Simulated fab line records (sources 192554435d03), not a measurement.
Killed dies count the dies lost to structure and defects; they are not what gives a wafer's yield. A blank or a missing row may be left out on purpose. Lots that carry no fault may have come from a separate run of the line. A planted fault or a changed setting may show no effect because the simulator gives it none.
Which tool did it? + flow n5-finfet + 24 lots, 72 wafers sampled, at 3 steps of a route of 1938

## WHAT THE GAUGES SHOWED, per wafer
N5_BEOL_M2_OVL_MEAS_12. Usual: M2_OVL 0.1 nm, standard deviation 0.6.
| lot  | measured     | on         | M2_OVL (nm)    | flag |
|------|--------------|------------|----------------|------|
| L074 | day 6 11:11  | overlay-02 | -0.7 0.2 0.2   |      |
| L076 | day 6 17:21  | overlay-01 | -0.6 -0.2 -0.4 |      |
| L075 | day 7 02:11  | overlay-02 | -0.3 -0.2 0.3  |      |
| L077 | day 7 09:16  | overlay-02 | 0.7 0.4 0.2    |      |
| L078 | day 8 01:53  | overlay-02 | 0.3 0.5 0.6    |      |
| L079 | day 8 03:28  | overlay-02 | -0.1 1.3 1.2   |      |
| L080 | day 8 03:57  | overlay-01 | 0.3 -0.6 -0.1  |      |
| L083 | day 8 19:43  | overlay-02 | -0.2 -0.1 0.0  |      |
| L082 | day 9 03:29  | overlay-01 | 0.6 0.4 0.4    |      |
| L081 | day 9 03:40  | overlay-02 | -0.3 -0.9 -1.0 |      |
| L084 | day 9 04:38  | overlay-02 | 0.1 -1.4 -0.1  |      |
| L085 | day 9 04:56  | overlay-02 | -1.1 -1.0 -1.4 |      |
| L086 | day 9 21:28  | overlay-02 | 0.4 -0.1 0.8   |      |
| L089 | day 10 06:10 | overlay-01 | -0.1 0.2 -0.8  |      |
| L087 | day 10 06:26 | overlay-01 | -0.1 -0.4 0.3  |      |
| L088 | day 10 09:25 | overlay-01 | 0.7 0.7 0.4    |      |
| L090 | day 10 22:43 | overlay-01 | -0.3 0.3 -0.8  |      |
| L091 | day 10 23:16 | overlay-02 | 0.0 0.3 0.5    |      |
| L092 | day 11 02:35 | overlay-01 | 0.9 -0.5 0.1   |      |
| L093 | day 11 10:09 | overlay-01 | -0.3 -0.7 -0.2 |      |
| L094 | day 11 18:15 | overlay-01 | 0.5 0.2 -0.4   |      |
| L095 | day 11 22:06 | overlay-01 | 0.2 0.9 0.8    |      |
| L097 | day 12 05:16 | overlay-02 | 0.5 -0.2 -0.4  |      |
| L096 | day 12 08:49 | overlay-02 | 0.9 0.7 0.4    |      |

N5_BEOL_M2_INSPECT_30: inspects for defects (brightfield). Usual: 448 for raw-defect-count, sd 100.
| lot  | measured     | on                | raw-defect-count | flag |
|------|--------------|-------------------|------------------|------|
| L074 | day 6 12:20  | defect-inspect-01 | 269 334 409      |      |
| L076 | day 6 18:24  | defect-inspect-01 | 407 376 461      |      |
| L075 | day 7 03:07  | defect-inspect-01 | 322 487 378      |      |
| L077 | day 7 10:11  | defect-inspect-01 | 436 403 246      |      |
| L078 | day 8 02:58  | defect-inspect-02 | 340 462 440      |      |
| L079 | day 8 04:44  | defect-inspect-01 | 336 470 529      |      |
| L080 | day 8 05:01  | defect-inspect-01 | 372 366 306      |      |
| L083 | day 8 21:02  | defect-inspect-01 | 547 601 465      |      |
| L082 | day 9 04:44  | defect-inspect-01 | 456 468 537      |      |
| L081 | day 9 05:16  | defect-inspect-01 | 508 346 583      |      |
| L084 | day 9 05:41  | defect-inspect-01 | 497 392 451      |      |
| L085 | day 9 06:06  | defect-inspect-02 | 447 606 453      |      |
| L086 | day 9 22:26  | defect-inspect-01 | 338 475 533      |      |
| L089 | day 10 07:29 | defect-inspect-01 | 443 331 663      |      |
| L087 | day 10 08:01 | defect-inspect-01 | 617 452 579      |      |
| L088 | day 10 10:31 | defect-inspect-01 | 314 325 472      |      |
| L090 | day 11 00:18 | defect-inspect-02 | 482 474 454      |      |
| L091 | day 11 00:41 | defect-inspect-02 | 515 595 652      |      |
| L092 | day 11 03:34 | defect-inspect-02 | 526 663 536      |      |
| L093 | day 11 11:24 | defect-inspect-02 | 395 312 415      |      |
| L094 | day 11 19:19 | defect-inspect-01 | 404 573 496      |      |
| L095 | day 11 23:02 | defect-inspect-01 | 447 268 517      |      |
| L097 | day 12 06:14 | defect-inspect-02 | 474 637 459      |      |
| L096 | day 12 09:50 | defect-inspect-02 | 380 367 524      |      |

## EACH LOT AND THE TOOL THAT RAN IT (in order: tool; ch and the chambers of the sampled wafers; start)
| lot  | N5_BEOL_M2_ETCH_63                 |
|------|------------------------------------|
| L074 | rie-diel-04 ch 1,2,3, day 6 11:19  |
| L076 | rie-diel-04 ch 0,3, day 6 17:29    |
| L075 | rie-diel-04 ch 0,1,2, day 7 02:20  |
| L077 | rie-diel-01 ch 1,2, day 7 09:23    |
| L078 | rie-diel-01 ch 0,2,3, day 8 02:02  |
| L079 | rie-diel-01 ch 2,3, day 8 03:54    |
| L080 | rie-diel-04 ch 0,1,3, day 8 04:06  |
| L083 | rie-diel-01 ch 1,3, day 8 20:07    |
| L082 | rie-diel-02 ch 0,2, day 9 03:53    |
| L081 | rie-diel-01 ch 0,1, day 9 04:20    |
| L084 | rie-diel-02 ch 0,2, day 9 04:46    |
| L085 | rie-diel-01 ch 0,2,3, day 9 05:04  |
| L086 | rie-diel-04 ch 0,2,3, day 9 21:36  |
| L089 | rie-diel-01 ch 0,2,3, day 10 06:22 |
| L087 | rie-diel-02 ch 0,2,3, day 10 06:58 |
| L088 | rie-diel-04 ch 0,2,3, day 10 09:33 |
| L090 | rie-diel-04 ch 0,2,3, day 10 23:10 |
| L091 | rie-diel-04 ch 1,3, day 10 23:46   |
| L092 | rie-diel-02 ch 0,1,2, day 11 02:43 |
| L093 | rie-diel-02 ch 0,1,3, day 11 10:29 |
| L094 | rie-diel-02 ch 0,1,3, day 11 18:23 |
| L095 | rie-diel-01 ch 2,3, day 11 22:14   |
| L097 | rie-diel-02 ch 1,2,3, day 12 05:25 |
| L096 | rie-diel-04 ch 1,2,3, day 12 09:03 |
- N5_BEOL_M2_ETCH_63: etches SiARC in CF4, target depth 15.6 nm, time 26 s.

## WHAT THE TOOLS THEMSELVES READ (means of the sampled wafers that have a number; where no wafer has one, the mark that the record gives instead)
N5_BEOL_M2_ETCH_63. Usual: drypump-motor-current-A 5.5 A, standard deviation 0.36; etch-rf-on-time-s 25.8 s, standard deviation 0.37; oes-product-au 0.68 a.u., standard deviation 0.07; rf-vpp-V 184.3 V, standard deviation 1.1; showerhead-plenum-p-Torr 2.17 Torr, standard deviation 0.053; throttle-valve-pct 15.62 %, standard deviation 0.2.
| lot  | tool        | drypump-motor-current-A (A) | etch-rf-on-time-s (s) | oes-product-au (a.u.) | rf-vpp-V (V) | showerhead-plenum-p-Torr (Torr) | throttle-valve-pct (%) | flag |
|------|-------------|-----------------------------|-----------------------|-----------------------|--------------|---------------------------------|------------------------|------|
| L074 | rie-diel-04 | 5.5                         | 25.3                  | 0.77                  | 184.0        | 2.16                            | 15.51                  |      |
| L076 | rie-diel-04 | 5.6                         | 25.6                  | 0.70                  | 184.4        | 2.16                            | 15.62                  |      |
| L075 | rie-diel-04 | 5.5                         | 25.4                  | 0.72                  | 183.8        | 2.14                            | 15.60                  |      |
| L077 | rie-diel-01 | 6.0                         | 25.6                  | 0.65                  | 184.3        | 2.22                            | 15.55                  |      |
| L078 | rie-diel-01 | 5.7                         | 25.5                  | 0.76                  | 185.0        | 2.20                            | 15.36                  |      |
| L079 | rie-diel-01 | 6.0                         | 25.6                  | 0.76                  | 184.6        | 2.20                            | 15.35                  |      |
| L080 | rie-diel-04 | 5.6                         | 25.8                  | 0.70                  | 183.8        | 2.13                            | 15.62                  |      |
| L083 | rie-diel-01 | 5.8                         | 26.2                  | 0.64                  | 184.0        | 2.16                            | 15.61                  |      |
| L082 | rie-diel-02 | 5.6                         | 26.1                  | 0.61                  | 184.2        | 2.15                            | 15.72                  |      |
| L081 | rie-diel-01 | 5.7                         | 25.9                  | 0.63                  | 185.1        | 2.22                            | 15.61                  |      |
| L084 | rie-diel-02 | 5.6                         | 25.8                  | 0.60                  | 184.8        | 2.17                            | 15.89                  |      |
| L085 | rie-diel-01 | 5.6                         | 25.8                  | 0.74                  | 184.9        | 2.20                            | 15.38                  |      |
| L086 | rie-diel-04 | 5.6                         | 25.5                  | 0.68                  | 184.8        | 2.15                            | 15.67                  |      |
| L089 | rie-diel-01 | 5.7                         | 25.4                  | 0.74                  | 184.6        | 2.20                            | 15.39                  |      |
| L087 | rie-diel-02 | 5.4                         | 26.2                  | 0.61                  | 184.3        | 2.17                            | 15.76                  |      |
| L088 | rie-diel-04 | 5.6                         | 25.6                  | 0.68                  | 183.8        | 2.15                            | 15.68                  |      |
| L090 | rie-diel-04 | 5.6                         | 25.7                  | 0.67                  | 183.6        | 2.15                            | 15.70                  |      |
| L091 | rie-diel-04 | 5.5                         | 25.6                  | 0.73                  | 183.6        | 2.12                            | 15.55                  |      |
| L092 | rie-diel-02 | 5.3                         | 26.0                  | 0.62                  | 184.6        | 2.15                            | 15.83                  |      |
| L093 | rie-diel-02 | 5.2                         | 26.1                  | 0.63                  | 184.7        | 2.18                            | 15.86                  |      |
| L094 | rie-diel-02 | 5.2                         | 26.1                  | 0.62                  | 183.9        | 2.18                            | 15.87                  |      |
| L095 | rie-diel-01 | 6.0                         | 25.7                  | 0.72                  | 184.4        | 2.19                            | 15.41                  |      |
| L097 | rie-diel-02 | 5.1                         | 26.0                  | 0.63                  | 183.4        | 2.16                            | 15.71                  |      |
| L096 | rie-diel-04 | 5.5                         | 25.6                  | 0.71                  | 183.9        | 2.14                            | 15.60                  |      |

## THE ANSWER, worked out from the rows above alone
Rule: a lot counts as off when the mean over its wafers that have a number is more than 3 standard deviations away from the usual mean. Also off: a lot with no number at a reading for which 4 or more lots have one. Where the step has rows for the other lots, those lots are counted as sound. Order of review: gauges by route order, followed by the tools' own readings, for which a lot's mean as printed above is used. The first step at which some lot is off is used, and at that step the reading that is off furthest; a lot without a number counts as furthest.
Across all readings shown, no lot is off: no conclusion can be drawn from this.

## WHAT THE SIMULATOR HAD PUT IN
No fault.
